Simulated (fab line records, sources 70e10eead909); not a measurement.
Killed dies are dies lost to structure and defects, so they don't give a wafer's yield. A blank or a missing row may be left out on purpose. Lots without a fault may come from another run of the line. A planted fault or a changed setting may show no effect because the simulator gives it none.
Which tool did it? | flow nand_harc | 11 lots, 33 wafers sampled, at 5 steps of a route of 1302

WHAT THE GAUGES READ, wafer by wafer
NHARC_A_BONDPAD_CD_MEAS_09: target cd 500 nm. Usual: cd_nm 499.9 nm, standard deviation 1.3.
lot  | measured     | on        | cd_nm (nm)        | flag
L668 | day 23 19:16 | cd_sem-02 | 499.4 499.2 499.1 |
L666 | day 23 20:43 | cd_sem-02 | 500.7 500.5 501.3 |
L665 | day 23 23:00 | cd_sem-02 | 499.6 499.0 498.6 |
L669 | day 24 19:26 | cd_sem-02 | 499.8 498.7 499.4 |
L672 | day 26 02:38 | cd_sem-02 | 500.5 502.7 501.7 |
L675 | day 28 03:07 | cd_sem-03 | 500.6 500.0 499.9 |
L673 | day 28 04:21 | cd_sem-01 | 501.8 500.3 500.8 |
L680 | day 29 10:36 | cd_sem-02 | 488.9 488.7 489.5 | OFF
L682 | day 29 18:48 | cd_sem-03 | 491.0 492.6 490.9 | OFF
L687 | day 32 02:10 | cd_sem-02 | 496.6 498.5 499.4 |
L686 | day 32 19:07 | cd_sem-01 | 500.2 500.4 500.1 |

WHICH TOOL RAN EACH LOT (tool, then ch and the chambers of the sampled wafers, then the start)
lot  | NHARC_A_M1_STRIP_18                | NHARC_A_M1_PVD_21                       | NHARC_A_BONDPAD_CMP_29        | NHARC_A_BONDPAD_EXPOSE_06
L668 | rie_diel-05 ch 0,2,3, day 23 15:01 | pvd_sputter-01, day 23 18:34 or earlier | cmp-02 ch 0,1,3, day 23 18:34 | krf_scanner-04 ch 0, day 23 19:06
L666 | rie_diel-06 ch 1,2,3, day 23 16:38 | pvd_sputter-01, day 23 19:55 or earlier | cmp-02 ch 1,3, day 23 19:55   | krf_scanner-01 ch 0, day 23 20:34
L665 | rie_diel-09 ch 1,3, day 23 18:51   | pvd_sputter-01, day 23 22:20 or earlier | cmp-03 ch 0,2, day 23 22:20   | krf_scanner-01 ch 0, day 23 22:51
L669 | rie_diel-06 ch 0,1,2, day 24 15:20 | pvd_sputter-01, day 24 18:40 or earlier | cmp-03 ch 0,1,2, day 24 18:40 | krf_scanner-02 ch 0, day 24 19:17
L672 | rie_diel-09 ch 1,2,3, day 25 22:38 | pvd_sputter-01, day 26 01:58 or earlier | cmp-02 ch 2,3, day 26 01:58   | krf_scanner-01 ch 0, day 26 02:29
L675 | rie_diel-05 ch 1,2,3, day 27 23:03 | pvd_sputter-01, day 28 02:20 or earlier | cmp-04 ch 0,1,3, day 28 02:20 | krf_scanner-04 ch 0, day 28 02:58
L673 | rie_diel-06 ch 1,3, day 28 00:16   | pvd_sputter-01, day 28 03:34 or earlier | cmp-03 ch 1,2,3, day 28 03:34 | krf_scanner-02 ch 0, day 28 04:12
L680 | rie_diel-05 ch 0,3, day 29 06:24   | pvd_sputter-01, day 29 09:56 or earlier | cmp-04 ch 0,1,3, day 29 09:56 | krf_scanner-02 ch 0, day 29 10:26
L682 | rie_diel-05 ch 0,2,3, day 29 14:49 | pvd_sputter-03, day 29 18:10 or earlier | cmp-02 ch 1,2,3, day 29 18:10 | krf_scanner-02 ch 0, day 29 18:39
L687 | rie_diel-05 ch 2,3, day 31 22:02   | pvd_sputter-01, day 32 01:23 or earlier | cmp-02 ch 1,3, day 32 01:23   | krf_scanner-01 ch 0, day 32 02:02
L686 | rie_diel-06 ch 0,2,3, day 32 15:00 | pvd_sputter-01, day 32 18:20 or earlier | cmp-04 ch 0,1,3, day 32 18:20 | krf_scanner-04 ch 0, day 32 18:58
- NHARC_A_M1_STRIP_18: strips in N2/H2.
- NHARC_A_M1_PVD_21: deposits Cu, target thk 30 nm, time 20.49 s.
- NHARC_A_BONDPAD_CMP_29: polishes SiCN, target thk 200 nm.
- NHARC_A_BONDPAD_EXPOSE_06: exposes mask A BPAD.

WHAT THE TOOLS THEMSELVES READ (means of the sampled wafers that have a number; where no wafer has one, the mark that the record gives instead)
NHARC_A_M1_STRIP_18. Usual: drypump_motor_current_A 5.6 A, standard deviation 0.51; n2_flow_sccm 150.0 sccm, standard deviation 0.45; oes_product_au 1.000 a.u., standard deviation 0.0084; rf_vpp_V 90.3 V, standard deviation 0.99; showerhead_plenum_p_Torr 2.00 Torr, standard deviation 0.081; throttle_valve_pct 14.171 %, standard deviation 0.0088.
lot  | tool        | drypump_motor_current_A (A) | n2_flow_sccm (sccm) | oes_product_au (a.u.) | rf_vpp_V (V) | showerhead_plenum_p_Torr (Torr) | throttle_valve_pct (%) | flag
L668 | rie_diel-05 | 5.7                         | 150.4               | 1.005                 | 90.1         | 2.01                            | 14.172                 |
L666 | rie_diel-06 | 6.0                         | 150.3               | 0.989                 | 90.5         | 2.00                            | 14.175                 |
L665 | rie_diel-09 | 5.1                         | 149.7               | 1.006                 | 91.0         | 2.09                            | 14.168                 |
L669 | rie_diel-06 | 5.8                         | 150.5               | 0.991                 | 90.5         | 2.01                            | 14.172                 |
L672 | rie_diel-09 | 5.2                         | 150.5               | 1.005                 | 90.7         | 2.01                            | 14.163                 |
L675 | rie_diel-05 | 5.9                         | 149.9               | 0.994                 | 90.9         | 2.02                            | 14.171                 |
L673 | rie_diel-06 | 5.7                         | 149.9               | 0.996                 | 89.7         | 2.02                            | 14.166                 |
L680 | rie_diel-05 | 5.3                         | 150.2               | 1.007                 | 91.0         | 1.93                            | 14.178                 |
L682 | rie_diel-05 | 5.7                         | 150.4               | 1.012                 | 89.7         | 2.01                            | 14.173                 |
L687 | rie_diel-05 | 6.1                         | 150.4               | 0.995                 | 91.3         | 2.08                            | 14.169                 |
L686 | rie_diel-06 | 5.8                         | 149.9               | 0.999                 | 90.2         | 2.02                            | 14.176                 |

NHARC_A_M1_PVD_21. Usual: throttle_valve_pct 29.5 %, standard deviation 1.3.
lot  | tool           | throttle_valve_pct (%) | flag
L668 | pvd_sputter-01 | 28.2                   |
L666 | pvd_sputter-01 | 28.4                   |
L665 | pvd_sputter-01 | 29.1                   |
L669 | pvd_sputter-01 | 29.1                   |
L672 | pvd_sputter-01 | 28.3                   |
L675 | pvd_sputter-01 | 29.4                   |
L673 | pvd_sputter-01 | 28.9                   |
L680 | pvd_sputter-01 | 29.5                   |
L682 | pvd_sputter-03 | 29.8                   |
L687 | pvd_sputter-01 | 29.1                   |
L686 | pvd_sputter-01 | 28.7                   |

NHARC_A_BONDPAD_CMP_29. Usual: motor_current_A 12.0 A, standard deviation 1.4; retaining_ring_pressure_frac 1.000, standard deviation 0.0046.
lot  | tool   | motor_current_A (A) | retaining_ring_pressure_frac | flag
L668 | cmp-02 | 11.8                | 0.995                        |
L666 | cmp-02 | 11.2                | 1.004                        |
L665 | cmp-03 | 11.6                | 0.998                        |
L669 | cmp-03 | 12.0                | 1.000                        |
L672 | cmp-02 | 12.9                | 0.999                        |
L675 | cmp-04 | 12.3                | 1.001                        |
L673 | cmp-03 | 11.8                | 1.002                        |
L680 | cmp-04 | 12.9                | 1.001                        |
L682 | cmp-02 | 12.0                | 0.998                        |
L687 | cmp-02 | 11.8                | 1.002                        |
L686 | cmp-04 | 13.1                | 0.996                        |

NHARC_A_BONDPAD_EXPOSE_06. Usual: exposure_dose_mJ_cm2 36.99, standard deviation 0.031; reticle_temp_C 23.00 C, standard deviation 0.11.
lot  | tool           | exposure_dose_mJ_cm2 | reticle_temp_C (C) | flag
L668 | krf_scanner-04 | 36.99                | 23.10              |
L666 | krf_scanner-01 | 36.94                | 23.12              |
L665 | krf_scanner-01 | 36.98                | 23.13              |
L669 | krf_scanner-02 | 36.97                | 22.99              |
L672 | krf_scanner-01 | 36.96                | 23.03              |
L675 | krf_scanner-04 | 37.02                | 22.84              |
L673 | krf_scanner-02 | 36.99                | 23.00              |
L680 | krf_scanner-02 | 23.34                | 23.00              | OFF
L682 | krf_scanner-02 | 26.06                | 22.91              | OFF
L687 | krf_scanner-01 | 37.00                | 23.00              |
L686 | krf_scanner-04 | 37.02                | 22.94              |

THE ANSWER, worked out from the rows above alone
Rule: a lot is off if the mean of its wafers that have a number lies more than 3 standard deviations from the usual mean. A lot without any number at a reading at which 4 lots or more have one is off too. The other lots that the step has rows for count as sound. The gauges are gone through in route order, then the tools' own readings, and for those a lot's mean is taken as printed above. The first step at which some lot is off is used, and at that step the reading that is off furthest; a lot without a number counts as furthest.
Off: L680, L682, at NHARC_A_BONDPAD_CD_MEAS_09 (cd_nm).
A tool fits if, at a process step before that reading, it ran every lot that is off, and no sound lot after the first of them. The gauges at NHARC_A_BONDPAD_CD_MEAS_09 aren't tried: what is off there is off at NHARC_A_BONDPAD_EXPOSE_06 too, on other tools, and a gauge's error can't cause that. NHARC_A_M1_PVD_21 gives no start for some lots, so the hours and the order of its lots are those of NHARC_A_BONDPAD_CMP_29. One fits: krf_scanner-02 at NHARC_A_BONDPAD_EXPOSE_06. Its last sound lot is L673 (day 28 04:12), its first lot that is off L680 (day 29 10:26): a fault that began between those two fits.
The tool's own readings at NHARC_A_BONDPAD_EXPOSE_06 bear it out: on the lots that are off they differ by more than 5 times the standard deviation of the sound lots' means. exposure_dose_mJ_cm2 reads 24.70 there against 36.99 on the sound lots.

WHAT THE SIMULATOR HAD PUT IN
Process parameter drift: krf_scanner-02, from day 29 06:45 on, at NHARC_A_BONDPAD_EXPOSE_06. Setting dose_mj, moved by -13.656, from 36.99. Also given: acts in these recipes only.
Lots struck among those shown: L680, L682. The rule above found the same.
